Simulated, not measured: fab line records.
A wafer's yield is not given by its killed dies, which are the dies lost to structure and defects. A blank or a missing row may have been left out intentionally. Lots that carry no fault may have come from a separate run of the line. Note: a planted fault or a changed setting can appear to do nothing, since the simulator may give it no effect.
A struck lot beside a sound one + flow n5Finfet + 29 out of 1938 route steps
Sound: wafers L343.1, L343.5, L343.6. Struck: wafer L350.4. (L350.3, L350.6 of the same lot were not struck and are left out.) The cause comes at the end.
For every step that has rows: the tool of each side, followed by ch and its chambers, followed by its first start. Under that, the readings that differ: sound wafers + struck wafers + difference of the means + sigmas: that difference in standard deviations of wafers without a fault.
alike: readings whose means differ by less than 2 such deviations, and words and numbers that are the same on both sides. not compared: withheld readings, readings that some wafer has no value for, bounds like >300 that may hide the same value, and numbers for which the record gives no deviation and whose values overlap.
Wherever a step has rows on one side only, a row that says differs or no value, or a row with sigmas, the two part there. Numbers that have no deviation but don't overlap get no sigmas and don't part them. A reading that every wafer of one side lacks parts them only if that side has two wafers or more.

first, 10 steps without rows for these wafers: N5_FIN_SAQP_ETCH_69 (etches SOC in N2/H2, stops on SiNx, target depth 150 nm); N5_FIN_SAQP_ETCH_67 (etches SiNx in CH3F/O2, target depth 30 nm); N5_FIN_SAQP_STRIP_70 (strips in N2/H2); N5_FIN_SAQP_RECESS_71 (chemistry HF/NH3, target SiO2, target depth 3 nm, afs cycles 1, sublimation time 60 s); N5_FIN_SAQP_SPACER2_ALD_28 (deposits SiO2, target thk 8.1 nm, pulse time 1 s, purge time 2 s); N5_FIN_SAQP_SPACER2_ETCHBACK_29 (etches SiO2 in CHF3/O2, target depth 12.2 nm, time 6.1 s); N5_FIN_SAQP_MANDREL2_REMOVE_60 (chemistry HBr/Cl2/O2, target a-Si, stops on SiNx, bt time 10 s); N5_FIN_SAQP_HM_OPEN_33 (chemistry CH3F/O2, target SiNx, target depth 49.4 nm, time 70.6 s); N5_FIN_SAQP_ETCH_34 (etches SiO2 in C4F6/O2, target depth 45 nm, time 15 s); N5_FIN_SAQP_STRIP_77 (strips in N2/H2, time 90 s).
N5_FIN_SAQP_ETCH_64: etches SiO2 in CF4, target depth 1.5 nm.
  sound on rieSi-03 ch 1,2, day 3 14:46; struck on rieSi-03 ch 0, day 5 07:46
| reading                   | sound       | struck | difference | sigmas |
|---------------------------|-------------|--------|------------|--------|
| heBacksideLeakSccm (sccm) | 2.5 2.4 2.8 | 3.3    | +0.7       | +2     |
  alike: drypumpMotorCurrentA, oesProductAu, throttleValvePct
  not compared: rfHoursCounterH
then, 4 steps without rows for these wafers: N5_FIN_SAQP_FIN_ETCH_36 (etches the open film in HBr/Cl2/O2, target depth 120 nm, time 50.4 s); N5_FIN_SAQP_PRECLEAN_38 (cleans in O3/DIW, time 45 s); N5_FIN_SAQP_PRECLEAN_45 (cleans in dHF, time 10 s); N5_FIN_SAQP_SRD_39 (time 30 s).
N5_FIN_SAQP_INSPECT_40: inspects for defects (brightfield).
  struck on defectInspect-01, day 5 08:02; sound on defectInspect-02, day 3 15:02
| reading        | sound       | struck | difference | sigmas |
|----------------|-------------|--------|------------|--------|
| rawDefectCount | 202 201 151 | 1250   | +1065      | +16    |
then, 9 steps without rows for these wafers: N5_FIN_CUT_COAT_18 (time 60 s, resist thk 230 nm); N5_FIN_CUT_COAT_19 (time 60 s, resist thk 20 nm); N5_FIN_CUT_COAT_29 (time 60 s, resist thk 10 nm); N5_FIN_CUT_COAT_02 (resist thk 30 nm); N5_FIN_CUT_EBR_04; N5_FIN_CUT_SOFTBAKE_03 (time 60 s); N5_FIN_CUT_EXPOSE_05 (exposes mask FIN CUT); N5_FIN_CUT_PEB_06 (peb time 60 s); N5_FIN_CUT_DEVELOP_07 (develop time 30 s).
N5_FIN_CUT_INSPECT_10: inspects for defects (brightfield).
  struck on defectInspect-01, day 5 08:26; sound on defectInspect-02, day 3 15:33
| reading        | sound    | struck | difference | sigmas |
|----------------|----------|--------|------------|--------|
| rawDefectCount | 44 33 33 | 932    | +895       | +69    |
then, 1 step without rows for these wafers: N5_FIN_CUT_DESCUM_13 (chemistry O2, time 7 s).
-- here the record skips 6 days between the struck wafers' starts before and after, leaving off in module FIN_CUT and picking up in module BEOL_M4 (first step shown: number 1111 of the route) --
N5_BEOL_M4_RC_MEAS_101:
  sound on prober-02 ch 0, day 9 06:46; struck on prober-02 ch 0, day 11 05:05
| reading   | sound          | struck | difference | sigmas |
|-----------|----------------|--------|------------|--------|
| VT_P (mV) | -250 -254 -253 | -246   | +6         | +2     |
  alike: DIBL_N, DIBL_P, IOFF_N, IOFF_P, ION_N, ION_P, SS_N, SS_P, VT_N
-- record jumps: 5 days separate the struck wafers' starts on either side; left off in module BEOL_M4, taken up again in module PASSIVATION, whose first shown step is the route's number 1936 --
N5_PASSIVATION_PROBE_49:
  struck on prober-02, day 15 21:24; sound on prober-02, day 13 15:26
| reading                 | sound          | struck | difference | sigmas |
|-------------------------|----------------|--------|------------|--------|
| defectLimitedYield (%)  | 90.8 90.3 92.9 | 87.0   | -4.3       | -3     |
| killedAtFrontEnd        | 60 44 31       | 109    | +64        | +6     |
| killedDies              | 108 115 84     | 153    | +51        | +3     |
| killedOnRim             | 11 15 7        | 30     | +19        | +5     |
| sort_bin_5_function (%) | 4.7 5.0 4.6    | 6.7    | +1.9       | +2     |
| sortNPass               | 1072 1065 1096 | 1027   | -51        | -3     |
| sortYieldPct (%)        | 90.8 90.3 92.9 | 87.0   | -4.3       | -3     |
  alike: killed_at_M0_to_M3, killed_at_M4_up, killedAtContacts, killedAtOther, killedOpen, killedShort, sort_bin_6_memory

WHERE THEY PART
First at N5_FIN_SAQP_ETCH_64; last, within this record, at N5_PASSIVATION_PROBE_49.

WHY: what had been put in by the simulator
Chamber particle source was rieSi-03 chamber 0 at N5_FIN_SAQP_ETCH_64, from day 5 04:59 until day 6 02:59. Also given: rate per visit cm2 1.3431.
